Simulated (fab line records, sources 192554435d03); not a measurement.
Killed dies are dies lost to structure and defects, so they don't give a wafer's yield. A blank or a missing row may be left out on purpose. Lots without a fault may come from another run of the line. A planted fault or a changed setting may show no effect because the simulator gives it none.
Split-lot experiment | flow n5_finfet | 7 lots, 21 wafers read, on a route of 1938 steps

THE SPLIT
At N5_MOL_CONTACT_COAG_PECVD_31 (deposits SiO2 from TEOS/O2, target thk 46 nm, time 8.9 s), the setting temp_c was moved away from the recipe's 400 C on 5 of the 21 wafers read, by -4.3% to -2.1%. The other wafers ran this setting at the recipe's value.

FROM THE SPLIT TO THE READING: what the file shows between them, 4 steps
- N5_MOL_CONTACT_COAG_COAT_75: time 60 s, resist thk 60 nm
- N5_MOL_CONTACT_COAG_COAT_76: time 60 s, resist thk 10 nm
- N5_MOL_CONTACT_COAG_ETCHBACK_135: etches SiO2 in CHF3, target depth 25 nm, time 16.7 s
- N5_MOL_CONTACT_COAG_STRIP_118: strips in CHF3

THE READING
etch.depth_nm (the simulator's own value, which no gauge read), in nm, at N5_MOL_CONTACT_COAG_VIA_ETCH_46 (etches SiO2 in C4F6/O2, target depth 46 nm, overetch 9.2 nm, time 40 s). The file gives no usual value for it. The 16 wafers here that ran the recipe average 45.84 nm, standard deviation 0.5 nm.

wafer  | tool, chamber at the split | temp_c as run, C | against the recipe | etch.depth_nm, nm | against lot-mates on the recipe
L078.4 | pecvd-03, 0                | 387              | -3.2%              | 49.84             | +3.90
L078.5 | pecvd-03, 2                | 400              | recipe             | 46.01             | -
L078.6 | pecvd-03, 1                | 400              | recipe             | 45.87             | -
L082.1 | pecvd-04, 0                | 384.1            | -4.0%              | 49.71             | +4.01
L082.3 | pecvd-04, 2                | 400              | recipe             | 45.05             | -
L082.4 | pecvd-04, 0                | 400              | recipe             | 46.35             | -
L083.1 | pecvd-04, 2                | 400              | recipe             | 45.59             | -
L083.4 | pecvd-04, 2                | 391.6            | -2.1%              | 48.69             | +2.84
L083.5 | pecvd-04, 0                | 400              | recipe             | 46.1              | -
L086.2 | pecvd-04, 1                | 400              | recipe             | 45.55             | -
L086.5 | pecvd-04, 0,2              | 400              | recipe             | 46.27             | -
L086.6 | pecvd-04, 0,2              | 400              | recipe             | 46.16             | -
L091.4 | pecvd-03, 0                | 400              | recipe             | 46.1              | -
L091.5 | pecvd-03, 2                | 400              | recipe             | 44.78             | -
L091.6 | pecvd-03, 1                | 390.3            | -2.4%              | 47.53             | +2.09
L095.2 | pecvd-04, 2                | 400              | recipe             | 45.74             | -
L095.3 | pecvd-04, 1                | 400              | recipe             | 46.18             | -
L095.6 | pecvd-04, 0                | 400              | recipe             | 46.7              | -
L097.1 | pecvd-01, 2                | 400              | recipe             | 45.16             | -
L097.2 | pecvd-01, 1                | 382.9            | -4.3%              | 48.99             | +3.52
L097.6 | pecvd-01, 0                | 400              | recipe             | 45.77             | -
Where a row lists several chambers, the file gives one row for several wafers and doesn't say which wafer went through which chamber.

THE FIT
A straight line over all 21 wafers: etch.depth_nm changes by -0.939 nm for each +1% of temp_c; r = -0.92; the points scatter about the line by 0.59 nm.
The same after taking each lot's own level away (the mean of its wafers on the recipe; 21 wafers): -0.989 nm for each +1%; r = -0.95; scatter 0.48 nm.
On that fit, the largest move of temp_c shifts the reading by 4.2 nm.
The lots' own levels span 45.440 to 46.207 nm, that is 1.5 times the standard deviation above.
So the lot-to-lot level changes the slope little: the two slopes agree.
Check: with one of the wafers moved furthest among these (-4.3%) left out of the fit, the line predicts +4.62 nm for it against its lot-mates. It came out at +3.52 nm against them.

OTHER SPLITS ON THESE WAFERS
These wafers also went through other splits before the reading. Each is held against what the fit with the lots' levels taken away leaves over:
other split on the same wafers        | wafers away from the commonest value | r with etch.depth_nm (lot level and that fit taken away)
N5_SD_EPI_P_EXPOSE_06 dose_mj         | 4                                    | +0.22
N5_HKMG_FIN_EXPOSE_09 dose_mj         | 8                                    | +0.18
N5_MOL_CONTACT_COAG_COAT_103 spin_rpm | 7                                    | +0.33

THE WHOLE CHAIN: every reading that the file lists as answering this split, in the file's order
step                            | what it does                                                           | reading                                                                                   | change (the file's fit)               | r (the file's)
N5_MOL_CONTACT_COAG_PECVD_31    | deposits SiO2 from TEOS/O2, target thk 46 nm, time 8.9 s               | SiO2_of_MOL_CONTACT_COAG_PECVD_31.thk_nm (the simulator's own value, which no gauge read) | -0.996 nm for each +1% of the setting | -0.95
N5_MOL_CONTACT_COAG_VIA_ETCH_46 | etches SiO2 in C4F6/O2, target depth 46 nm, overetch 9.2 nm, time 40 s | etch.depth_nm (the simulator's own value, which no gauge read)                            | -0.997 nm for each +1% of the setting | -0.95

THE FILE'S OWN FIT
etch.depth_nm changes by -0.997 nm for each +1% of temp_c, r = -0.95.
